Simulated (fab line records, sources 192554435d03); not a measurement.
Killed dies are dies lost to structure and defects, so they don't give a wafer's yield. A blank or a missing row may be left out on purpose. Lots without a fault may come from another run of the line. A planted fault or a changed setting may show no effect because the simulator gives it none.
Split-lot experiment | flow n5_finfet | 7 lots, 21 wafers read, on a route of 1938 steps

THE SPLIT
At N5_BEOL_M0_SAQP_EXPOSE_37 (exposes mask M0 CUT1, target cd 30 nm), the setting dose_mj was moved away from the recipe's 44.75 on 4 of the 21 wafers read, by -7.4% to +4.6%. The other wafers ran this setting at the recipe's value.

FROM THE SPLIT TO THE READING: what the file shows between them, 2 steps
- N5_BEOL_M0_SAQP_PEB_38: peb time 60 s
- N5_BEOL_M0_SAQP_DEVELOP_39: develop time 30 s

THE READING
cd_nm, in nm, at N5_BEOL_M0_SAQP_CD_MEAS_40 (target cd 30 nm). Fault-free wafers of this fab line usually give 30.05 nm, standard deviation 0.25 nm.

wafer  | tool, chamber at the split | dose_mj as run | against the recipe | cd_nm, nm | against lot-mates on the recipe
L076.1 | euv_scanner-02, 0          | 44.75          | recipe             | 30.09     | -
L076.5 | euv_scanner-02, 0          | 46.79          | +4.6%              | 31.39     | +1.30
L076.6 | euv_scanner-02, 0          | 46.79          | +4.6%              | 31.45     | +1.36
L080.2 | euv_scanner-01, 0          | 44.75          | recipe             | 29.86     | -
L080.4 | euv_scanner-01, 0          | 41.46          | -7.4%              | 28.28     | -1.49
L080.5 | euv_scanner-01, 0          | 44.75          | recipe             | 29.68     | -
L081.2 | euv_scanner-02, 0          | 44.75          | recipe             | 29.86     | -
L081.3 | euv_scanner-02, 0          | 44.75          | recipe             | 29.90     | -
L081.4 | euv_scanner-02, 0          | 44.75          | recipe             | 29.86     | -
L084.3 | euv_scanner-02, 0          | 44.75          | recipe             | 29.71     | -
L084.5 | euv_scanner-02, 0          | 44.75          | recipe             | 30.27     | -
L084.6 | euv_scanner-02, 0          | 44.75          | recipe             | 29.96     | -
L091.1 | euv_scanner-02, 0          | 44.75          | recipe             | 30.35     | -
L091.4 | euv_scanner-02, 0          | 44.75          | recipe             | 30.30     | -
L091.5 | euv_scanner-02, 0          | 44.75          | recipe             | 30.26     | -
L093.3 | euv_scanner-02, 0          | 43.85          | -2.0%              | 29.44     | -0.32
L093.5 | euv_scanner-02, 0          | 44.75          | recipe             | 29.77     | -
L093.6 | euv_scanner-02, 0          | 44.75          | recipe             | 29.75     | -
L094.1 | euv_scanner-01, 0          | 44.75          | recipe             | 29.86     | -
L094.2 | euv_scanner-01, 0          | 44.75          | recipe             | 29.90     | -
L094.5 | euv_scanner-01, 0          | 44.75          | recipe             | 29.83     | -

THE FIT
A straight line over all 21 wafers: cd_nm changes by +0.268 nm for each +1% of dose_mj; r = +0.94; the points scatter about the line by 0.22 nm.
The same after taking each lot's own level away (the mean of its wafers on the recipe; 21 wafers): +0.238 nm for each +1%; r = +0.97; scatter 0.14 nm.
On that fit, the largest move of dose_mj shifts the reading by 1.8 nm.
The lots' own levels span 29.760 to 30.303 nm, that is 2.2 times the standard deviation above.
So the lot-to-lot level changes the slope: the two fits differ.
Check: with one of the wafers moved furthest among these (-7.4%) left out of the fit, the line predicts -2.02 nm for it against its lot-mates. It came out at -1.49 nm against them.

OTHER SPLITS ON THESE WAFERS
These wafers also went through other splits before the reading. Each is held against what the fit with the lots' levels taken away leaves over:
other split on the same wafers         | wafers away from the commonest value | r with cd_nm (lot level and that fit taken away)
N5_SD_EPI_P_ETCH_16 target_depth_a     | 5                                    | +0.19
N5_HKMG_FIN_ETCH_55 time_s             | 5                                    | +0.21
N5_HKMG_FIN_ETCH_58 source_w           | 5                                    | +0.13
N5_GATE_CUT_ETCH_58 bias_w             | 8                                    | +0.07
N5_GATE_CUT_ALD_22 ald_cycles          | 5                                    | -0.30
N5_MOL_CONTACT_COAG_VIA_ETCH_46 bias_w | 7                                    | +0.04
N5_BEOL_M0_SAQP_PECVD_03 time_s        | 8                                    | -0.25
N5_BEOL_M0_SAQP_PECVD_96 time_s        | 7                                    | +0.02

THE WHOLE CHAIN: every reading that the file lists as answering this split, in the file's order
step                       | what it does                                                | reading                                                             | change (the file's fit)               | r (the file's)
N5_BEOL_M0_SAQP_CD_MEAS_40 | target cd 30 nm                                             | cd_nm                                                               | +0.224 nm for each +1% of the setting | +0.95
N5_BEOL_M0_SAQP_DESCUM_45  | chemistry O2, time 7 s                                      | BEOL_M0_SAQP.cd_nm (the simulator's own value, which no gauge read) | +0.238 nm for each +1% of the setting | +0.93
N5_BEOL_M0_SAQP_ETCH_88    | etches underlayer in N2/H2, target depth 6.5 nm, time 5.2 s | BEOL_M0_SAQP.cd_nm (the simulator's own value, which no gauge read) | +0.216 nm for each +1% of the setting | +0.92

THE FILE'S OWN FIT
cd_nm changes by +0.224 nm for each +1% of dose_mj, r = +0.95.
